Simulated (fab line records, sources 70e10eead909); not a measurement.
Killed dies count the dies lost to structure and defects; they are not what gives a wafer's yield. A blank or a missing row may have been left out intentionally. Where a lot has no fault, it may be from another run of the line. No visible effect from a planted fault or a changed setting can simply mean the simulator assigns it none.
Which tool is to blame? || flow nandHarc || 13 lots with 39 wafers sampled at 5 steps, on a route of 1159 steps

== WHAT EACH GAUGE READ, for each wafer ==
NHARC_END_SORT_01. Usual: killedAtArray 28, standard deviation 11; killedAtOther 0.8, standard deviation 1.3; killedAtPeriphery 3.6, standard deviation 2.5; killedDies 32, standard deviation 11; killedOpen 3.0, standard deviation 1.8; killedShort 2.0, standard deviation 1.5.
{"lot": "L499", "measured": "day 23 12:03", "on": "prober-01", "killedAtArray": "128 78 103", "killedAtOther": "0 1 1", "killedAtPeriphery": "3 6 1", "killedDies": "131 85 105", "killedOpen": "3 4 2", "killedShort": "5 2 3", "flag": "OFF"}
{"lot": "L500", "measured": "day 23 03:11", "on": "prober-01", "killedAtArray": "102 123 66", "killedAtOther": "0 0 0", "killedAtPeriphery": "2 5 1", "killedDies": "104 128 67", "killedOpen": "4 6 3", "killedShort": "4 0 4", "flag": "OFF"}

== WHICH TOOL RAN EACH LOT (tool, then ch and the chambers of the sampled wafers, then the start) ==
{"lot": "L484", "NHARC_A_STAIRCASE_DEP_417": "pecvd-03 ch 0,1,2, day 12 00:19", "NHARC_A_M1_PRE_CLEAN_30": "pvdSputter-03, no start", "NHARC_A_M1_PVD_20": "pvdSputter-03, no start", "NHARC_A_BONDPAD_ETCH_12": "rieDiel-03 ch 0,1,3, no start"}
{"lot": "L486", "NHARC_A_STAIRCASE_DEP_417": "pecvd-03 ch 0,1, day 12 04:23", "NHARC_A_M1_PRE_CLEAN_30": "pvdSputter-02, no start", "NHARC_A_M1_PVD_20": "pvdSputter-02, no start", "NHARC_A_BONDPAD_ETCH_12": "rieDiel-07 ch 0,2, no start"}
{"lot": "L488", "NHARC_A_STAIRCASE_DEP_417": "pecvd-03 ch 0,1,2, day 12 10:12", "NHARC_A_M1_PRE_CLEAN_30": "pvdSputter-01, no start", "NHARC_A_M1_PVD_20": "pvdSputter-01, no start", "NHARC_A_BONDPAD_ETCH_12": "rieDiel-03 ch 1,2,3, no start"}
{"lot": "L487", "NHARC_A_STAIRCASE_DEP_417": "pecvd-01 ch 0,1, day 12 12:44", "NHARC_A_M1_PRE_CLEAN_30": "pvdSputter-03, no start", "NHARC_A_M1_PVD_20": "pvdSputter-03, no start", "NHARC_A_BONDPAD_ETCH_12": "rieDiel-03 ch 0,1,2, no start"}
{"lot": "L489", "NHARC_A_STAIRCASE_DEP_417": "pecvd-01 ch 1,2, day 13 07:13", "NHARC_A_M1_PRE_CLEAN_30": "pvdSputter-02, no start", "NHARC_A_M1_PVD_20": "pvdSputter-02, no start", "NHARC_A_BONDPAD_ETCH_12": "rieDiel-03 ch 1,2, no start"}
{"lot": "L493", "NHARC_A_STAIRCASE_DEP_417": "pecvd-01 ch 0,1, day 14 00:26", "NHARC_A_M1_PRE_CLEAN_30": "pvdSputter-01, no start", "NHARC_A_M1_PVD_20": "pvdSputter-01, no start", "NHARC_A_BONDPAD_ETCH_12": "rieDiel-07 ch 0,2,3, no start"}
{"lot": "L499", "NHARC_A_STAIRCASE_DEP_417": "pecvd-03 ch 0,1,2, day 15 18:20", "NHARC_A_M1_PRE_CLEAN_30": "pvdSputter-03, day 23 12:03 or earlier", "NHARC_A_M1_PVD_20": "pvdSputter-03, day 23 12:03 or earlier", "NHARC_A_BONDPAD_ETCH_12": "rieDiel-03 ch 0,1,3, day 23 12:03 or earlier"}
{"lot": "L501", "NHARC_A_STAIRCASE_DEP_417": "pecvd-01 ch 0,2, day 15 21:12", "NHARC_A_M1_PRE_CLEAN_30": "pvdSputter-03, no start", "NHARC_A_M1_PVD_20": "pvdSputter-03, no start", "NHARC_A_BONDPAD_ETCH_12": "rieDiel-03 ch 2,3, no start"}
{"lot": "L502", "NHARC_A_STAIRCASE_DEP_417": "pecvd-02 ch 0,1,2, day 16 01:58", "NHARC_A_M1_PRE_CLEAN_30": "pvdSputter-03, no start", "NHARC_A_M1_PVD_20": "pvdSputter-03, no start", "NHARC_A_BONDPAD_ETCH_12": "rieDiel-01 ch 1,2,3, no start"}
{"lot": "L500", "NHARC_A_STAIRCASE_DEP_417": "pecvd-03 ch 0,1,2, day 16 03:06", "NHARC_A_M1_PRE_CLEAN_30": "pvdSputter-01, day 23 03:11 or earlier", "NHARC_A_M1_PVD_20": "pvdSputter-01, day 23 03:11 or earlier", "NHARC_A_BONDPAD_ETCH_12": "rieDiel-03 ch 0,1,3, day 23 03:11 or earlier"}
{"lot": "L503", "NHARC_A_STAIRCASE_DEP_417": "pecvd-02 ch 0,1,2, day 16 05:19", "NHARC_A_M1_PRE_CLEAN_30": "pvdSputter-03, no start", "NHARC_A_M1_PVD_20": "pvdSputter-03, no start", "NHARC_A_BONDPAD_ETCH_12": "rieDiel-03 ch 0,1,2, no start"}
{"lot": "L504", "NHARC_A_STAIRCASE_DEP_417": "pecvd-01 ch 0,1,2, day 16 20:02", "NHARC_A_M1_PRE_CLEAN_30": "pvdSputter-02, no start", "NHARC_A_M1_PVD_20": "pvdSputter-02, no start", "NHARC_A_BONDPAD_ETCH_12": "rieDiel-07 ch 0,2,3, no start"}
{"lot": "L505", "NHARC_A_STAIRCASE_DEP_417": "pecvd-02 ch 0,1,2, day 17 08:47", "NHARC_A_M1_PRE_CLEAN_30": "pvdSputter-01, no start", "NHARC_A_M1_PVD_20": "pvdSputter-01, no start", "NHARC_A_BONDPAD_ETCH_12": "rieDiel-03 ch 0,3, no start"}
- NHARC_A_STAIRCASE_DEP_417: deposits Si3N4, target thk 60 nm.
- NHARC_A_M1_PRE_CLEAN_30: time 30 s.
- NHARC_A_M1_PVD_20: deposits TaN, target thk 5 nm, time 8.06 s.
- NHARC_A_BONDPAD_ETCH_12: etches the open film in CHF3/O2, target depth 220 nm, time 110 s.

== AS READ BY THE TOOLS THEMSELVES (means over the sampled wafers that have a number; for cases with no such wafer, the mark the record gives instead) ==
NHARC_A_STAIRCASE_DEP_417. Usual: heaterPowerW 688 W, standard deviation 130; susceptorTempC 400.03 C, standard deviation 0.24.
{"lot": "L484", "tool": "pecvd-03", "heaterPowerW (W)": 640, "susceptorTempC (C)": 400.21, "flag": ""}
{"lot": "L486", "tool": "pecvd-03", "heaterPowerW (W)": 717, "susceptorTempC (C)": 400.20, "flag": ""}
{"lot": "L488", "tool": "pecvd-03", "heaterPowerW (W)": 743, "susceptorTempC (C)": 399.82, "flag": ""}
{"lot": "L487", "tool": "pecvd-01", "heaterPowerW (W)": 697, "susceptorTempC (C)": 399.98, "flag": ""}
{"lot": "L489", "tool": "pecvd-01", "heaterPowerW (W)": 768, "susceptorTempC (C)": 399.93, "flag": ""}
{"lot": "L493", "tool": "pecvd-01", "heaterPowerW (W)": 689, "susceptorTempC (C)": 399.96, "flag": ""}
{"lot": "L499", "tool": "pecvd-03", "heaterPowerW (W)": 683, "susceptorTempC (C)": 400.07, "flag": ""}
{"lot": "L501", "tool": "pecvd-01", "heaterPowerW (W)": 676, "susceptorTempC (C)": 400.01, "flag": ""}
{"lot": "L502", "tool": "pecvd-02", "heaterPowerW (W)": 634, "susceptorTempC (C)": 400.14, "flag": ""}
{"lot": "L500", "tool": "pecvd-03", "heaterPowerW (W)": 744, "susceptorTempC (C)": 400.07, "flag": ""}
{"lot": "L503", "tool": "pecvd-02", "heaterPowerW (W)": 616, "susceptorTempC (C)": 399.88, "flag": ""}
{"lot": "L504", "tool": "pecvd-01", "heaterPowerW (W)": 749, "susceptorTempC (C)": 400.07, "flag": ""}
{"lot": "L505", "tool": "pecvd-02", "heaterPowerW (W)": 586, "susceptorTempC (C)": 399.86, "flag": ""}

NHARC_A_M1_PRE_CLEAN_30. Usual: heaterPowerW 430 W, standard deviation 36; susceptorTempC 279.97 C, standard deviation 0.19.
{"lot": "L484", "tool": "pvdSputter-03", "heaterPowerW (W)": 463, "susceptorTempC (C)": 280.02, "flag": ""}
{"lot": "L486", "tool": "pvdSputter-02", "heaterPowerW (W)": 436, "susceptorTempC (C)": 280.15, "flag": ""}
{"lot": "L488", "tool": "pvdSputter-01", "heaterPowerW (W)": 408, "susceptorTempC (C)": 279.85, "flag": ""}
{"lot": "L487", "tool": "pvdSputter-03", "heaterPowerW (W)": 454, "susceptorTempC (C)": 279.86, "flag": ""}
{"lot": "L489", "tool": "pvdSputter-02", "heaterPowerW (W)": 443, "susceptorTempC (C)": "-", "flag": "OFF"}
{"lot": "L493", "tool": "pvdSputter-01", "heaterPowerW (W)": 379, "susceptorTempC (C)": 279.76, "flag": ""}
{"lot": "L499", "tool": "pvdSputter-03", "heaterPowerW (W)": 475, "susceptorTempC (C)": 279.85, "flag": ""}
{"lot": "L501", "tool": "pvdSputter-03", "heaterPowerW (W)": 436, "susceptorTempC (C)": 279.95, "flag": ""}
{"lot": "L502", "tool": "pvdSputter-03", "heaterPowerW (W)": 440, "susceptorTempC (C)": 280.07, "flag": ""}
{"lot": "L500", "tool": "pvdSputter-01", "heaterPowerW (W)": 375, "susceptorTempC (C)": 279.88, "flag": ""}
{"lot": "L503", "tool": "pvdSputter-03", "heaterPowerW (W)": 442, "susceptorTempC (C)": 280.24, "flag": ""}
{"lot": "L504", "tool": "pvdSputter-02", "heaterPowerW (W)": 438, "susceptorTempC (C)": 279.92, "flag": ""}
{"lot": "L505", "tool": "pvdSputter-01", "heaterPowerW (W)": 409, "susceptorTempC (C)": 280.06, "flag": ""}

NHARC_A_M1_PVD_20. Usual: throttleValvePct at 29.9 %, with a standard deviation of 0.83.
{"lot": "L484", "tool": "pvdSputter-03", "throttleValvePct (%)": 29.4, "flag": ""}
{"lot": "L486", "tool": "pvdSputter-02", "throttleValvePct (%)": 30.2, "flag": ""}
{"lot": "L488", "tool": "pvdSputter-01", "throttleValvePct (%)": 30.3, "flag": ""}
{"lot": "L487", "tool": "pvdSputter-03", "throttleValvePct (%)": 29.6, "flag": ""}
{"lot": "L489", "tool": "pvdSputter-02", "throttleValvePct (%)": 30.9, "flag": ""}
{"lot": "L493", "tool": "pvdSputter-01", "throttleValvePct (%)": 30.5, "flag": ""}
{"lot": "L499", "tool": "pvdSputter-03", "throttleValvePct (%)": 29.6, "flag": ""}
{"lot": "L501", "tool": "pvdSputter-03", "throttleValvePct (%)": 29.6, "flag": ""}
{"lot": "L502", "tool": "pvdSputter-03", "throttleValvePct (%)": 29.3, "flag": ""}
{"lot": "L500", "tool": "pvdSputter-01", "throttleValvePct (%)": 29.8, "flag": ""}
{"lot": "L503", "tool": "pvdSputter-03", "throttleValvePct (%)": 29.3, "flag": ""}
{"lot": "L504", "tool": "pvdSputter-02", "throttleValvePct (%)": 29.4, "flag": ""}
{"lot": "L505", "tool": "pvdSputter-01", "throttleValvePct (%)": 30.1, "flag": ""}

NHARC_A_BONDPAD_ETCH_12. Usual: drypumpMotorCurrentA 5.63 A, standard deviation 0.17; oesProductAu 0.948 a.u., standard deviation 0.023; rfVppV 371.6 V, standard deviation 2.2; showerheadPlenumPTorr 2.46 Torr, standard deviation 0.086; throttleValvePct 20.572 %, standard deviation 0.0089.
{"lot": "L484", "tool": "rieDiel-03", "drypumpMotorCurrentA (A)": 5.47, "oesProductAu (a.u.)": 0.951, "rfVppV (V)": 371.7, "showerheadPlenumPTorr (Torr)": 2.49, "throttleValvePct (%)": 20.578, "flag": ""}
{"lot": "L486", "tool": "rieDiel-07", "drypumpMotorCurrentA (A)": 5.87, "oesProductAu (a.u.)": 0.970, "rfVppV (V)": 369.4, "showerheadPlenumPTorr (Torr)": 2.34, "throttleValvePct (%)": 20.567, "flag": ""}
{"lot": "L488", "tool": "rieDiel-03", "drypumpMotorCurrentA (A)": 5.57, "oesProductAu (a.u.)": 0.970, "rfVppV (V)": 372.5, "showerheadPlenumPTorr (Torr)": 2.50, "throttleValvePct (%)": 20.569, "flag": ""}
{"lot": "L487", "tool": "rieDiel-03", "drypumpMotorCurrentA (A)": 5.58, "oesProductAu (a.u.)": 0.962, "rfVppV (V)": 373.9, "showerheadPlenumPTorr (Torr)": 2.53, "throttleValvePct (%)": 20.569, "flag": ""}
{"lot": "L489", "tool": "rieDiel-03", "drypumpMotorCurrentA (A)": 5.55, "oesProductAu (a.u.)": 0.975, "rfVppV (V)": 373.1, "showerheadPlenumPTorr (Torr)": 2.53, "throttleValvePct (%)": 20.571, "flag": ""}
{"lot": "L493", "tool": "rieDiel-07", "drypumpMotorCurrentA (A)": 5.76, "oesProductAu (a.u.)": 0.923, "rfVppV (V)": 370.1, "showerheadPlenumPTorr (Torr)": 2.38, "throttleValvePct (%)": 20.575, "flag": ""}
{"lot": "L499", "tool": "rieDiel-03", "drypumpMotorCurrentA (A)": 5.47, "oesProductAu (a.u.)": 0.967, "rfVppV (V)": 371.9, "showerheadPlenumPTorr (Torr)": 2.48, "throttleValvePct (%)": 20.571, "flag": ""}
{"lot": "L501", "tool": "rieDiel-03", "drypumpMotorCurrentA (A)": 5.65, "oesProductAu (a.u.)": 0.968, "rfVppV (V)": 372.7, "showerheadPlenumPTorr (Torr)": 2.50, "throttleValvePct (%)": 20.572, "flag": ""}
{"lot": "L502", "tool": "rieDiel-01", "drypumpMotorCurrentA (A)": 5.79, "oesProductAu (a.u.)": 0.966, "rfVppV (V)": 369.9, "showerheadPlenumPTorr (Torr)": 2.40, "throttleValvePct (%)": 20.568, "flag": ""}
{"lot": "L500", "tool": "rieDiel-03", "drypumpMotorCurrentA (A)": 5.46, "oesProductAu (a.u.)": 0.920, "rfVppV (V)": 372.1, "showerheadPlenumPTorr (Torr)": 2.48, "throttleValvePct (%)": 20.570, "flag": ""}
{"lot": "L503", "tool": "rieDiel-03", "drypumpMotorCurrentA (A)": 5.57, "oesProductAu (a.u.)": 0.971, "rfVppV (V)": 373.4, "showerheadPlenumPTorr (Torr)": 2.53, "throttleValvePct (%)": 20.573, "flag": ""}
{"lot": "L504", "tool": "rieDiel-07", "drypumpMotorCurrentA (A)": 5.75, "oesProductAu (a.u.)": 0.928, "rfVppV (V)": 369.9, "showerheadPlenumPTorr (Torr)": 2.38, "throttleValvePct (%)": 20.581, "flag": ""}
{"lot": "L505", "tool": "rieDiel-03", "drypumpMotorCurrentA (A)": 5.49, "oesProductAu (a.u.)": 0.970, "rfVppV (V)": 372.4, "showerheadPlenumPTorr (Torr)": 2.48, "throttleValvePct (%)": 20.563, "flag": ""}

== THE ANSWER, worked out from the rows above alone ==
Rule: take the mean of a lot's wafers that have a number; if it is more than 3 standard deviations from the usual mean, the lot is off. Also off: a lot with no number at a reading for which 4 or more lots have one. Any other lot the step has rows for is counted as sound. After the gauges, taken in route order, come the tools' own readings; for these a lot's mean is taken, as printed above. At the first step where some lot is off, the reading lying furthest off is the one used; lots without a number count as furthest.
Off: L499, L500, at NHARC_END_SORT_01 (killedAtArray). Neither off nor sound, because the step has no rows for them: L484, L486, L488, L487, L489, L493, L501, L502, L503, L504, L505.
If a tool, at a process step before that reading, ran all the lots that are off and no sound lot after the first of them, it fits. Those tools and the gauges at NHARC_END_SORT_01 are tried in the same way. NHARC_A_M1_PRE_CLEAN_30 gives no start for some lots, so the hours and the order of its lots are those of NHARC_END_SORT_01. NHARC_A_M1_PVD_20 gives no start for some lots, so the hours and the order of its lots are those of NHARC_END_SORT_01. NHARC_A_BONDPAD_ETCH_12 gives no start for some lots, so the hours and the order of its lots are those of NHARC_END_SORT_01. Can't be told from this: 3 tools fit, pecvd-03 at NHARC_A_STAIRCASE_DEP_417, rieDiel-03 at NHARC_A_BONDPAD_ETCH_12, prober-01 at NHARC_END_SORT_01.

== WHAT THE SIMULATOR HAD INSERTED ==
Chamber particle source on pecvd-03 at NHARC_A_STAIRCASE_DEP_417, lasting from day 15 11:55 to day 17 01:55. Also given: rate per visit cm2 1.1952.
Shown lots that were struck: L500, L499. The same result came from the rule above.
